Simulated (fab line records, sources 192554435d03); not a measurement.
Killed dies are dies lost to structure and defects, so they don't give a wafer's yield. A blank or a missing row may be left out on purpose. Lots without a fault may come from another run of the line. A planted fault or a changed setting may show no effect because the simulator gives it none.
Chamber matching | flow n5_finfet | N5_BEOL_M12_TRENCH_ETCH_34 on rie_diel-05: 4 sister chambers
The step etches SiOC in C4F8/O2/Ar, target depth 318.95 nm, time 125.5 s. 4 wafers are shown with their chamber, then 8 later ones without.

WAFERS WITH THEIR CHAMBER
wafer  | chamber | showerhead_plenum_p_Torr (Torr)
L086.3 | 2       | 3.65
L087.1 | 1       | 3.40
L087.2 | 3       | 3.37
L089.1 | 0       | 3.13

WAFERS WITHOUT THEIR CHAMBER
wafer  | showerhead_plenum_p_Torr (Torr)
L089.4 | 3.40
L089.6 | 3.37
L095.1 | 3.37
L095.4 | 3.12
L095.5 | 3.64
L094.1 | 3.39
L094.3 | 3.12
L094.4 | 3.64

WHICH CHAMBER EACH WENT THROUGH
wafer  | from the rows above     | in truth
L089.4 | 1                       | 1
L089.6 | 3                       | 3
L095.1 | 3                       | 3
L095.4 | 0                       | 0
L095.5 | 2                       | 2
L094.1 | can't be placed: 1 or 3 | 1
L094.3 | 0                       | 0
L094.4 | 2                       | 2
Placed correctly: 7 of 8. Can't be placed from these rows: 1 (the true chamber is among the candidates in 1). Placed wrongly: 0.
How it was worked out, from the rows above alone: a wafer's distance from a chamber is the root of the sum, over the readings, of the square of ((its reading less the chamber's mean) divided by the reading's scatter). The wafer belongs to the nearest chamber; if the next one is less than 2 further off, it can't be placed. A chamber's mean is the mean of its shown wafers. The scatter: with one shown wafer a chamber, the root of the mean of the squares of how far each hidden wafer lies from its nearest shown one.
